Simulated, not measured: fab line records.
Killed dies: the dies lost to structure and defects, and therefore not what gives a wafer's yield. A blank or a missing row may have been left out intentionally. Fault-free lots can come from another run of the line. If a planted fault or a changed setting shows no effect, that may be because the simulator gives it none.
What tool caused it? | flow nand_harc | 69 wafers from 23 lots sampled at 3 of the route's 1302 steps

== WHAT EACH GAUGE READ, for each wafer ==
NHARC_A_SLIT_CD_MEAS_09 targets a cd of 300 nm. Usual: 299.9 nm for cd_nm, sd 0.55.
lot  | measured     | on        | cd_nm (nm)        | flag
L076 | day 20 06:48 | cd_sem-01 | 300.8 300.0 300.3 |
L075 | day 20 10:25 | cd_sem-03 | 299.9 299.9 300.2 |
L074 | day 20 08:08 | cd_sem-01 | 300.8 300.5 301.5 |
L077 | day 20 19:02 | cd_sem-03 | 299.4 300.3 299.8 |
L078 | day 21 06:43 | cd_sem-03 | 299.2 300.4 299.5 |
L079 | day 21 23:40 | cd_sem-01 | 299.3 299.8 299.2 |
L081 | day 22 22:11 | cd_sem-01 | 300.0 300.1 300.2 |
L083 | day 23 16:50 | cd_sem-03 | 300.0 300.3 301.1 |
L082 | day 23 18:26 | cd_sem-02 | 299.8 300.3 299.5 |
L084 | day 24 09:54 | cd_sem-03 | 299.8 299.4 299.7 |
L086 | day 24 08:45 | cd_sem-02 | 299.4 299.6 299.6 |
L087 | day 24 19:05 | cd_sem-03 | 299.8 300.1 300.5 |
L085 | day 24 19:53 | cd_sem-01 | 299.9 300.3 300.4 |
L088 | day 25 15:59 | cd_sem-03 | 300.0 299.6 300.2 |
L089 | day 25 16:11 | cd_sem-02 | 299.3 298.6 298.4 |
L090 | day 26 04:38 | cd_sem-01 | 299.1 298.8 299.8 |
L091 | day 27 05:06 | cd_sem-03 | 300.2 300.2 299.9 |
L092 | day 27 04:57 | cd_sem-01 | 299.6 300.4 299.4 |
L093 | day 27 10:50 | cd_sem-01 | 299.9 300.1 299.9 |
L094 | day 27 15:27 | cd_sem-01 | 300.4 299.3 299.6 |
L095 | day 28 14:07 | cd_sem-03 | 299.5 299.6 299.9 |
L096 | day 28 13:47 | cd_sem-02 | 300.7 300.4 299.6 |
L097 | day 29 07:44 | cd_sem-03 | 300.6 299.7 299.7 |

== EACH LOT AND THE TOOL THAT RAN IT (in order: tool; ch and the chambers of the sampled wafers; start) ==
lot  | NHARC_A_SGD_CUT_ETCH_15                       | NHARC_A_SGD_CUT_ETCHBACK_24
L076 | rie_diel-10 ch 0,2,3, day 20 01:42 or earlier | rie_diel-08 ch 1,2,3, day 20 01:42
L075 | rie_diel-11 ch 0,2,3, day 20 01:52 or earlier | rie_diel-10 ch 1,3, day 20 01:52
L074 | rie_diel-08 ch 0,1,3, day 20 01:44 or earlier | rie_diel-10 ch 1,2, day 20 01:44
L077 | rie_diel-10 ch 0,1, day 20 11:16 or earlier   | rie_diel-08 ch 0,1,3, day 20 11:16
L078 | rie_diel-11 ch 0,1,2, day 21 00:10 or earlier | rie_diel-10 ch 0,1,2, day 21 00:10
L079 | rie_diel-10 ch 0,1,2, day 21 16:08 or earlier | rie_diel-08 ch 0,1,2, day 21 16:08
L081 | rie_diel-08 ch 0,1, day 22 15:39 or earlier   | rie_diel-08 ch 1,2, day 22 15:39
L083 | rie_diel-11 ch 0,2,3, day 23 11:51 or earlier | rie_diel-10 ch 0,1,3, day 23 11:51
L082 | rie_diel-08 ch 0,1,3, day 23 11:52 or earlier | rie_diel-08 ch 2,3, day 23 11:52
L084 | rie_diel-11 ch 1,2, day 24 03:26 or earlier   | rie_diel-08 ch 1,2,3, day 24 03:26
L086 | rie_diel-10 ch 0,2,3, day 24 03:29 or earlier | rie_diel-11 ch 0,2,3, day 24 03:29
L087 | rie_diel-11 ch 0,1, day 24 08:50 or earlier   | rie_diel-11 ch 0,3, day 24 08:50
L085 | rie_diel-10 ch 0,1,2, day 24 08:49 or earlier | rie_diel-08 ch 1,2,3, day 24 08:49
L088 | rie_diel-08 ch 0,1,3, day 25 10:07 or earlier | rie_diel-10 ch 0,1,2, day 25 10:07
L089 | rie_diel-10 ch 2,3, day 25 10:07 or earlier   | rie_diel-08 ch 0,1,3, day 25 10:07
L090 | rie_diel-08 ch 0,1,2, day 25 22:49 or earlier | rie_diel-08 ch 2,3, day 25 22:49
L091 | rie_diel-10 ch 0,2, day 26 22:43 or earlier   | rie_diel-08 ch 1,2,3, day 26 22:43
L092 | rie_diel-08 ch 0,1,2, day 26 22:43 or earlier | rie_diel-10 ch 1,3, day 26 22:43
L093 | rie_diel-11 ch 0,1,3, day 27 04:54 or earlier | rie_diel-10 ch 0,2,3, day 27 04:54
L094 | rie_diel-11 ch 0,2, day 27 10:08 or earlier   | rie_diel-08 ch 0,1,2, day 27 10:08
L095 | rie_diel-08 ch 0,2,3, day 28 08:46 or earlier | rie_diel-08 ch 0,3, day 28 08:46
L096 | rie_diel-10 ch 0,2,3, day 28 08:41 or earlier | rie_diel-10 ch 0,1,3, day 28 08:41
L097 | rie_diel-08 ch 1,3, day 29 00:02 or earlier   | rie_diel-10 ch 0,1, day 29 00:02
- NHARC_A_SGD_CUT_ETCH_15: etches the open film in CH3F/O2, target depth 75 nm, time 64.3 s.
- NHARC_A_SGD_CUT_ETCHBACK_24: etches the open film in CH3F/O2, target depth 50 nm, time 92.857 s.

== WHAT THE TOOLS THEMSELVES READ (means of the sampled wafers that have a number; where no wafer has one, the mark that the record gives instead) ==
NHARC_A_SGD_CUT_ETCH_15. Usual: chamber_pressure_mTorr 25.001 mTorr, standard deviation 0.023; drypump_motor_current_A 5.4 A, standard deviation 0.55; oes_product_au 0.960 a.u., standard deviation 0.016; rf_vpp_V 264.4 V, standard deviation 1.8; showerhead_plenum_p_Torr 2.49 Torr, standard deviation 0.11; throttle_valve_pct 20.662 %, standard deviation 0.009.
lot  | tool        | chamber_pressure_mTorr (mTorr) | drypump_motor_current_A (A) | oes_product_au (a.u.) | rf_vpp_V (V) | showerhead_plenum_p_Torr (Torr) | throttle_valve_pct (%) | flag
L076 | rie_diel-10 | 25.011                         | 5.2                         | 0.951                 | 264.5        | 2.48                            | 20.667                 |
L075 | rie_diel-11 | 25.004                         | 6.0                         | 0.972                 | 264.3        | 2.47                            | 20.661                 |
L074 | rie_diel-08 | 25.002                         | 5.1                         | 0.926                 | 264.3        | 2.50                            | 20.666                 |
L077 | rie_diel-10 | 24.990                         | 5.8                         | 0.970                 | 263.0        | 2.46                            | 20.663                 |
L078 | rie_diel-11 | 24.988                         | 5.6                         | 0.953                 | 264.4        | 2.49                            | 20.659                 |
L079 | rie_diel-10 | 25.026                         | 5.8                         | 0.965                 | 264.3        | 2.47                            | 20.670                 |
L081 | rie_diel-08 | 24.994                         | 4.9                         | 0.964                 | 264.4        | 2.53                            | 20.657                 |
L083 | rie_diel-11 | 24.986                         | 6.0                         | 0.971                 | 263.8        | 2.47                            | 20.660                 |
L082 | rie_diel-08 | 25.006                         | 5.1                         | 0.971                 | 264.6        | 2.50                            | 20.650                 |
L084 | rie_diel-11 | 24.991                         | 5.4                         | 0.969                 | 266.2        | 2.60                            | 20.659                 |
L086 | rie_diel-10 | 24.999                         | 5.2                         | 0.959                 | 264.3        | 2.48                            | 20.661                 |
L087 | rie_diel-11 | 24.987                         | 5.3                         | 0.967                 | 263.0        | 2.39                            | 20.666                 |
L085 | rie_diel-10 | 24.993                         | 5.8                         | 0.937                 | 264.2        | 2.47                            | 20.664                 |
L088 | rie_diel-08 | 25.006                         | 5.2                         | 0.948                 | 265.3        | 2.49                            | 20.661                 |
L089 | rie_diel-10 | 24.995                         | 5.3                         | 0.949                 | 263.5        | 2.48                            | 20.663                 |
L090 | rie_diel-08 | 24.991                         | 4.9                         | 0.967                 | 264.5        | 2.48                            | 20.660                 |
L091 | rie_diel-10 | 24.996                         | 5.5                         | 0.953                 | 263.1        | 2.45                            | 20.660                 |
L092 | rie_diel-08 | 24.997                         | 4.9                         | 0.976                 | 264.3        | 2.47                            | 20.667                 |
L093 | rie_diel-11 | 25.017                         | 5.5                         | 0.962                 | 264.2        | 2.49                            | 20.659                 |
L094 | rie_diel-11 | 25.007                         | 5.7                         | 0.973                 | 262.2        | 2.37                            | 20.673                 |
L095 | rie_diel-08 | 25.013                         | 5.2                         | 0.968                 | 264.6        | 2.44                            | 20.672                 |
L096 | rie_diel-10 | 25.012                         | 5.3                         | 0.959                 | 264.4        | 2.48                            | 20.655                 |
L097 | rie_diel-08 | 24.978                         | 5.2                         | 0.959                 | 266.7        | 2.60                            | 20.652                 |

NHARC_A_SGD_CUT_ETCHBACK_24. Usual: chamber_pressure_mTorr 25.002 mTorr, standard deviation 0.023; drypump_motor_current_A 5.4 A, standard deviation 0.54; oes_product_au 0.98 a.u., standard deviation 0.032; rf_vpp_V 245.0 V, standard deviation 1.5; showerhead_plenum_p_Torr 2.50 Torr, standard deviation 0.096; throttle_valve_pct 20.664 %, standard deviation 0.0091.
lot  | tool        | chamber_pressure_mTorr (mTorr) | drypump_motor_current_A (A) | oes_product_au (a.u.) | rf_vpp_V (V) | showerhead_plenum_p_Torr (Torr) | throttle_valve_pct (%) | flag
L076 | rie_diel-08 | 25.014                         | 5.2                         | 0.99                  | 246.3        | 2.56                            | 20.665                 |
L075 | rie_diel-10 | 24.983                         | 5.9                         | 0.99                  | 245.7        | 2.52                            | 20.657                 |
L074 | rie_diel-10 | 24.991                         | 5.9                         | 0.98                  | 244.1        | 2.47                            | 20.667                 |
L077 | rie_diel-08 | 24.996                         | 5.2                         | 1.00                  | 244.6        | 2.50                            | 20.652                 |
L078 | rie_diel-10 | 24.995                         | 5.8                         | 0.96                  | 243.8        | 2.47                            | 20.657                 |
L079 | rie_diel-08 | 25.018                         | 4.9                         | 0.99                  | 244.2        | 2.48                            | 20.666                 |
L081 | rie_diel-08 | 24.998                         | 4.9                         | 0.93                  | 245.9        | 2.59                            | 20.659                 |
L083 | rie_diel-10 | 25.000                         | 5.6                         | 0.99                  | 244.6        | 2.50                            | 20.653                 |
L082 | rie_diel-08 | 24.978                         | 5.5                         | 0.95                  | 244.7        | 2.52                            | 20.667                 |
L084 | rie_diel-08 | 25.018                         | 5.2                         | 1.00                  | 245.4        | 2.56                            | 20.667                 |
L086 | rie_diel-11 | 25.004                         | 6.0                         | 0.99                  | 245.0        | 2.46                            | 20.669                 |
L087 | rie_diel-11 | 24.989                         | 5.9                         | 0.92                  | 244.8        | 2.47                            | 20.665                 |
L085 | rie_diel-08 | 25.015                         | 5.2                         | 0.99                  | 245.1        | 2.56                            | 20.662                 |
L088 | rie_diel-10 | 24.986                         | 5.8                         | 1.00                  | 244.8        | 2.46                            | 20.671                 |
L089 | rie_diel-08 | 25.008                         | 5.2                         | 1.00                  | 244.7        | 2.49                            | 20.666                 |
L090 | rie_diel-08 | 25.019                         | 5.2                         | 0.93                  | 244.9        | 2.51                            | 20.660                 |
L091 | rie_diel-08 | 25.018                         | 5.2                         | 1.00                  | 247.1        | 2.56                            | 20.658                 |
L092 | rie_diel-10 | 25.008                         | 5.3                         | 0.99                  | 245.7        | 2.53                            | 20.660                 |
L093 | rie_diel-10 | 24.990                         | 5.3                         | 0.98                  | 244.9        | 2.48                            | 20.669                 |
L094 | rie_diel-08 | 25.032                         | 4.9                         | 0.98                  | 245.1        | 2.48                            | 20.658                 |
L095 | rie_diel-08 | 24.995                         | 5.4                         | 0.94                  | 243.9        | 2.46                            | 20.664                 |
L096 | rie_diel-10 | 24.990                         | 5.5                         | 0.92                  | 245.0        | 2.49                            | 20.652                 |
L097 | rie_diel-10 | 24.991                         | 6.1                         | 0.99                  | 245.1        | 2.48                            | 20.664                 |

== THE ANSWER, worked out from the rows above alone ==
Rule: take the mean of a lot's wafers that have a number; if it is more than 3 standard deviations from the usual mean, the lot is off. A lot without any number at a reading at which 4 lots or more have one is off too. All remaining lots with rows at the step are treated as sound. After the gauges, taken in route order, come the tools' own readings; for these a lot's mean is taken, as printed above. The first step at which some lot is off is used, and at that step the reading that is off furthest; a lot without a number counts as furthest.
No lot is off at any reading shown: from this, nothing can be told.

== WHAT THE SIMULATOR HAD PUT IN ==
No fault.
